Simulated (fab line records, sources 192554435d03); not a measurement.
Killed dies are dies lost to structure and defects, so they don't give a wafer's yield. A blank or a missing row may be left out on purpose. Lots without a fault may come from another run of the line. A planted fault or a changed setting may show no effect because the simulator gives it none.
A struck lot beside a sound one | flow n5_finfet | 38 steps out of a route of 1938
Sound: wafers L554.2, L554.3, L554.6. Struck: wafer L556.4. The cause comes at the end.
At each step with rows: each side's tool, then ch and its chambers, then its first start. Under that, the readings that differ: sound wafers | struck wafers | difference of the means | sigmas: that difference in standard deviations of wafers without a fault.
alike: readings whose means differ by less than 2 such deviations, and words and numbers that are the same on both sides. not compared: withheld readings, readings that some wafer has no value for, bounds like >300 that may hide the same value, and numbers for which the record gives no deviation and whose values overlap.
The two part at a step that has a row with sigmas, a row that says differs or no value, or rows on one side only. Numbers that don't overlap but have no deviation are shown without sigmas and don't part them. A reading that every wafer of one side lacks parts them only if that side has two wafers or more.

first, 9 steps without rows for these wafers: N5_BEOL_M14_SOFTBAKE_23 (time 60 s); N5_BEOL_M14_EXPOSE_25 (exposes mask M14, target cd 280 nm); N5_BEOL_M14_PEB_26 (peb time 90 s); N5_BEOL_M14_DEVELOP_27 (develop time 45 s); N5_BEOL_M14_HARDBAKE_32 (time 120 s); N5_BEOL_M14_DESCUM_33 (chemistry O2, time 7.9 s); N5_BEOL_M14_ETCH_67 (etches SiARC in CF4, target depth 143 nm, time 238.3 s); N5_BEOL_M14_ETCH_68 (etches SOC in N2/H2, time 450 s); N5_BEOL_M14_STRIP_69 (strips in N2/H2).
N5_BEOL_M14_TRENCH_ETCH_34: etches SiO2 in C4F8/O2/Ar, target depth 556.65 nm, time 126.9 s.
  sound on rie_diel-01 ch 0,2,3, day 12 14:56; struck on rie_diel-01 ch 0, day 14 05:44
  reading                  | sound             | struck | difference | sigmas
  model.etch.depth_nm (nm) | 555.5 548.4 564.8 | 776.5  | +220.3     |
  alike: drypump_motor_current_A, oes_product_au, rf_vpp_V, showerhead_plenum_p_Torr, throttle_valve_pct
  not compared: rf_hours_counter_h
then, 1 step without rows for these wafers: N5_BEOL_M14_STRIP_70 (strips in C4F8/O2/Ar).
N5_BEOL_M14_OCD_MEAS_35:
  sound on ocd-01, day 12 15:05; struck on ocd-01, day 14 05:53
  reading              | sound       | struck | difference | sigmas
  trench_depth_nm (nm) | 556 548 565 | 776    | +220       | +29
then, 11 steps without rows for these wafers: N5_BEOL_M14_STRIP_37 (strips in O2); N5_BEOL_M14_ETCH_38 (etches SiCN in CF4/N2, target depth 106.5 nm, time 120.6 s); N5_BEOL_M14_PRECLEAN_39 (cleans in residue remover, time 60 s); N5_BEOL_M14_SRD_40 (time 30 s, dry time 30 s); N5_BEOL_M14_DEGAS_41 (time 60 s); N5_BEOL_M14_PRE_CLEAN_42 (time 30 s); N5_BEOL_M14_SPUTTER_43 (material TaN, target thk 15 nm, time 24.19 s); N5_BEOL_M14_SPUTTER_44 (material Ta, target thk 15 nm, time 24.19 s); N5_BEOL_M14_SPUTTER_45 (material Cu, target thk 100 nm, time 16.67 s); N5_BEOL_M14_ECD_47 (material Cu, target thk 1248 nm); N5_BEOL_M14_ANNEAL_48 (time 90 s).
N5_BEOL_M14_CMP_49: polishes, stops on SiO2, t overpolish 5.2 s, target thk 560 nm.
  sound on cmp-04 ch 0,1,2, day 12 17:02; struck on cmp-04 ch 2, day 14 10:25
  reading                                 | sound             | struck | difference | sigmas
  model.Cu_of_BEOL_M14_ECD_47.thk_nm (nm) | 558.2 551.4 569.2 | 780.2  | +220.6     |
  alike: barrier_field_endpoint_s, motor_current_A, overpolish_run_s, time_to_endpoint_s
N5_BEOL_M14_THK_MEAS_50: measures by xrf.
  sound on film_metro-02, day 12 17:20; struck on film_metro-01, day 14 10:38
  reading      | sound       | struck | difference | sigmas
  M14_THK (nm) | 565 558 576 | 802    | +236       | +26
then, 2 steps without rows for these wafers: N5_BEOL_M14_PRE_CLEAN_52 (time 15 s); N5_BEOL_M14_DEP_53 (deposits SiCN from 3MS/NH3, target thk 50 nm, time 17.8 s).
N5_BEOL_M14_RS_MEAS_54: measures by four-point-probe.
  sound on film_metro-01, day 12 17:29; struck on film_metro-01, day 14 10:48
  reading         | sound                | struck | difference | sigmas
  M14_RS (ohm/sq) | 0.0333 0.0337 0.0326 | 0.0236 | -0.0096    | -20
then, 9 steps without rows for these wafers: N5_BEOL_M15_ILD_DEP_00 (deposits SiO2 from TEOS/O2, target thk 1629.3 nm, time 346.1 s); N5_BEOL_M15_COAT_58 (time 60 s, resist thk 89 nm); N5_BEOL_M15_COAT_04 (resist thk 800 nm); N5_BEOL_M15_EBR_06; N5_BEOL_M15_SOFTBAKE_05 (time 60 s); N5_BEOL_M15_EXPOSE_07 (exposes mask V14); N5_BEOL_M15_PEB_08 (peb time 90 s); N5_BEOL_M15_DEVELOP_09 (develop time 45 s); N5_BEOL_M15_HARDBAKE_14 (time 120 s).
N5_BEOL_M15_RC_MEAS_101:
  sound on prober-02 ch 0, day 12 23:25; struck on prober-01 ch 0, day 14 18:24
  reading                    | sound                   | struck  | difference | sigmas
  COMB_M12 (S/m)             | 4.7e-12 2.7e-12 6.4e-12 | 7.6e-12 | +3.0e-12   | +2
  SERP_M10 (ohm/um)          | 3.13 3.06 3.16          | 2.99    | -0.13      | -2
  SERP_M11_max_site (ohm/um) | 3.29 3.25 3.21          | 3.08    | -0.17      | -2
  SERP_M14 (ohm/um)          | 0.1590 0.1639 0.1570    | 0.1137  | -0.0463    | -17
  SERP_M14_max_site (ohm/um) | 0.1604 0.1653 0.1593    | 0.1146  | -0.0471    | -17
  alike: COMB_M10, COMB_M11, COMB_M13, COMB_M15, COMB_M5, COMB_M6, COMB_M7, COMB_M8, COMB_M8_max_site, SERP_M11, SERP_M12, SERP_M13, SERP_M5, SERP_M6, SERP_M7, SERP_M7_max_site, SERP_M8

WHERE THEY PART
First at N5_BEOL_M14_OCD_MEAS_35; last, within this record, at N5_BEOL_M15_RC_MEAS_101.

WHY: what the simulator had put in
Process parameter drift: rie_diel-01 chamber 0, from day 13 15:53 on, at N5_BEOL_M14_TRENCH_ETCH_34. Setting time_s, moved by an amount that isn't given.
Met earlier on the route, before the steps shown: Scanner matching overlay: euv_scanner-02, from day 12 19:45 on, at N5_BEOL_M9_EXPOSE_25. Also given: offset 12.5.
